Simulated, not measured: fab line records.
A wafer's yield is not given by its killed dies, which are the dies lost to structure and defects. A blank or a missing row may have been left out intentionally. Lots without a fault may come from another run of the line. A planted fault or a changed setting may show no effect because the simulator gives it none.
A struck lot beside a sound one :: flow nandHarc :: 15 out of 1302 route steps
Sound: the wafers L455.3, L455.4, L455.5. Struck: wafers L465.2, L465.4, L465.5. The cause is given at the end.
Per side, at each step with rows, come the tool, then ch with its chambers, and then its first start. Under that, the readings that differ: sound wafers :: struck wafers :: difference of the means :: sigmas: that difference in standard deviations of wafers without a fault.
alike: a reading whose means differ by less than 2 such deviations, as well as words and numbers matching on both sides. not compared: withheld readings; readings where some wafer has no value; bounds like >300 that might hide an equal value; numbers whose values overlap and for which the record gives no deviation.
Wherever a step has rows on one side only, a row that says differs or no value, or a row with sigmas, the two part there. Numbers that don't overlap but have no deviation are shown without sigmas and don't part them. Lack of a reading on every wafer of one side parts them only where that side has two or more wafers.

first, 1 step without rows for these wafers: NHARC_A_ONON_D1_DEP_03 (target thk 1000 nm).
NHARC_A_ONON_D1_THK_MEAS_05: measures by ellipsometry.
  sound on filmMetro-02, day 11 12:33; struck on filmMetro-02, day 15 11:48
  alike: thkNm
after that, 1 step with no rows for these wafers: NHARC_A_ONON_D1_DEP_06 (target thk 1000 nm).
NHARC_A_ONON_D1_THK_MEAS_08: measures by ellipsometry.
  sound on filmMetro-02, day 11 13:08; struck on filmMetro-01, day 15 12:22
  alike: thkNm
after that, 1 step with no rows for these wafers: NHARC_A_ONON_D1_DEP_09 (target thk 1000 nm).
NHARC_A_ONON_D1_THK_MEAS_11: measures by ellipsometry.
  sound on filmMetro-01, day 11 13:41; struck on filmMetro-02, day 15 12:56
  alike: thkNm
after that, 1 step with no rows for these wafers: NHARC_A_ONON_D1_DEP_12 (target thk 1000 nm).
NHARC_A_ONON_D1_THK_MEAS_14: measures by ellipsometry.
  sound on filmMetro-01, day 11 14:15; struck on filmMetro-01, day 15 13:30
  alike: thkNm
then, 2 steps without rows for these wafers: NHARC_A_ONON_D1_ANNEAL_15 (time 3600 s); NHARC_A_ONON_D1_DEP_16 (target thk 1000 nm).
NHARC_A_ONON_D1_THK_MEAS_18: measures by ellipsometry.
  sound on filmMetro-01, day 11 22:39; struck on filmMetro-01, day 16 00:01
reading: thkNm (nm)
sound: 993 994 994
struck: 1019 1018 1019
difference: +25
sigmas: +3
NHARC_A_ONON_D1_DEP_19: target thk 1000 nm.
  sound on pecvdOnon-01 ch 0, day 11 22:49; struck on pecvdOnon-02 ch 0, day 16 00:07
  alike: nh3FlowSccm
NHARC_A_ONON_D1_THK_MEAS_21: measures by ellipsometry.
  sound on filmMetro-01, day 11 23:13; struck on filmMetro-01, day 16 00:34
reading: thkNm (nm)
sound: 985 986 985
struck: 1153 1152 1154
difference: +168
sigmas: +15
after that, 1 step with no rows for these wafers: NHARC_A_ONON_D1_DEP_22 (target thk 1000 nm).
NHARC_END_SORT_01:
  the record has rows for the sound wafers here (prober-02 ch 0, day 28 00:56) and none for the struck ones

== WHERE THEY PART ==
First at NHARC_A_ONON_D1_THK_MEAS_18; last, within this record, at NHARC_END_SORT_01.

WHY: the cause the simulator had injected
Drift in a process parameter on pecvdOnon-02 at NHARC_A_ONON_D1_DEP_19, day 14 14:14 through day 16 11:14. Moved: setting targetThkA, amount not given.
